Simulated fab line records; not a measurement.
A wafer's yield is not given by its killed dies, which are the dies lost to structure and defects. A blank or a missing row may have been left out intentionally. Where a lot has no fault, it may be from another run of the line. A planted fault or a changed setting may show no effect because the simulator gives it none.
Struck lot and sound lot, side by side ; flow n5 finfet ; 16 steps out of a route of 1938
Sound: the wafers L537.1, L537.2, L537.5. Struck: wafer L548.4. (L548.6 of the same lot was not struck and is left out.) The cause comes at the end.
Order at every step that has rows: each side's tool, ch and its chambers, its first start. Under that, the readings that differ: sound wafers ; struck wafers ; difference of the means ; sigmas: that difference in standard deviations of wafers without a fault.
alike: readings whose means differ by less than 2 such deviations, and words and numbers that are the same on both sides. not compared: withheld readings, readings that some wafer has no value for, bounds like >300 that may hide the same value, and numbers for which the record gives no deviation and whose values overlap.
The two part at a step that has a row with sigmas, a row that says differs or no value, or rows on one side only. Numbers that don't overlap but have no deviation are shown without sigmas and don't part them. Lack of a reading on every wafer of one side parts them only where that side has two or more wafers.

first, 2 steps without rows for these wafers: N5_BEOL_M0_WET_ETCH_106 (etches SiO2 in DHF, target depth 130 nm, rinse time 30 s); N5_BEOL_M0_ETCH_128 (etches SiCN in CF4/N2, target depth 12 nm, overetch 5.1 nm, time 21.4 s).
N5_BEOL_M0_TRENCH_ETCH_107: etches SiOC in C4F6/O2, target depth 32.8 nm, time 16.4 s.
  sound on rie diel-05 ch 1,3, day 6 22:51; struck on rie diel-04 ch 0, day 9 22:35
reading;sound;struck;difference;sigmas
drypump motor current A (A);6.1 6.2 6.1;5.3;-0.8;-2
  alike: oes product au, rf vpp V, showerhead plenum p Torr, throttle valve pct
  not compared: rf hours counter h
N5_BEOL_M0_STRIP_142: strips in N2/H2, time 10 s.
  sound on rie diel-05 ch 1,3, day 6 22:52; struck on rie diel-04 ch 0, day 9 22:36
reading;sound;struck;difference;sigmas
drypump motor current A (A);6.1 6.1 6.1;5.3;-0.8;-2
rf vpp V (V);59.8 59.0 59.3;57.2;-2.2;-3
  alike: h2 flow sccm, oes product au, showerhead plenum p Torr, throttle valve pct
  not compared: rf hours counter h
N5_BEOL_M0_OCD_MEAS_108:
  struck on ocd-01, day 9 22:41; sound on ocd-02, day 6 22:57
  alike: trench depth nm
then, 2 steps without rows for these wafers: N5_BEOL_M0_HM_STRIP_129 (strips TiN in peroxide tin strip, target depth 17 nm, time 108 s); N5_BEOL_M0_SRD_130 (time 30 s).
N5_BEOL_M0_ETCH_109: etches SiCN in CH3F/O2, target depth 8 nm, overetch 2.4 nm, time 27.4 s.
  sound on rie diel-06 ch 2,3, day 6 23:04; struck on rie diel-05 ch 0, day 9 22:47
  alike: drypump motor current A, oes product au, rf vpp V, showerhead plenum p Torr, throttle valve pct
  not compared: rf hours counter h
then, 2 steps without rows for these wafers: N5_BEOL_M0_STRIP_139 (strips in post etch residue remover, time 60 s); N5_BEOL_M0_SRD_111 (time 30 s).
N5_BEOL_M0_DEGAS_112: time 60 s.
  struck on pvd sputter-03, day 9 23:26; sound on pvd sputter-01, day 6 23:23
  alike: heater power w
N5_BEOL_M0_PRE_CLEAN_113: time 30 s.
  struck on pvd sputter-03, day 9 23:29; sound on pvd sputter-01, day 6 23:26
  alike: heater power w
N5_BEOL_M0_ALD_136: deposits TaN, pulse time 2 s, purge time 3 s, co reactant purge time 2 s.
  sound on ald metal-03 ch 0,1,3, day 6 23:29; struck on ald metal-01 ch 2, day 9 23:44
reading;sound;struck;difference;sigmas
co reactant pulse time s (s);3 3 3;2.7177;-0.2823;
  alike: heater power w
after that, 1 step had no rows for these wafers: N5_BEOL_M0_SURFACE_TREAT_137.
-- here the record skips 3 days between the struck wafers' starts before and after, leaving off in module BEOL_M0 and picking up in module BEOL_M4 (first step shown: number 1111 of the route) --
N5_BEOL_M4_RC_MEAS_101:
  sound on prober-02 ch 0, day 9 05:48; struck on prober-02 ch 0, day 12 20:25
  alike: DIBL_N, DIBL_P, IOFF_N, IOFF_P, ION_N, ION_P, SS_N, SS_P, VT_N, VT_P
-- a jump in the record: the struck wafers' starts before and after are 5 days apart (it breaks off in module BEOL_M4 and resumes in module PASSIVATION, where the first step shown is number 1936 of the route) --
N5_PASSIVATION_PROBE_49:
  struck on prober-02, day 17 10:48; sound on prober-01, day 14 01:56
reading;sound;struck;difference;sigmas
sort_bin_6_memory (%);3.1 3.6 4.1;1.9;-1.7;-3
  alike: defect limited yield, killed_at_M0_to_M3, killed_at_M4_up, killed at contacts, killed at front end, killed at other, killed dies, killed open, killed short, sort_bin_5_function, sort_bin_8_speed, sort n pass, sort yield pct

## WHERE THEY PART
First at N5_BEOL_M0_TRENCH_ETCH_107; last, within this record, at N5_PASSIVATION_PROBE_49.

WHY: what the simulator had put in
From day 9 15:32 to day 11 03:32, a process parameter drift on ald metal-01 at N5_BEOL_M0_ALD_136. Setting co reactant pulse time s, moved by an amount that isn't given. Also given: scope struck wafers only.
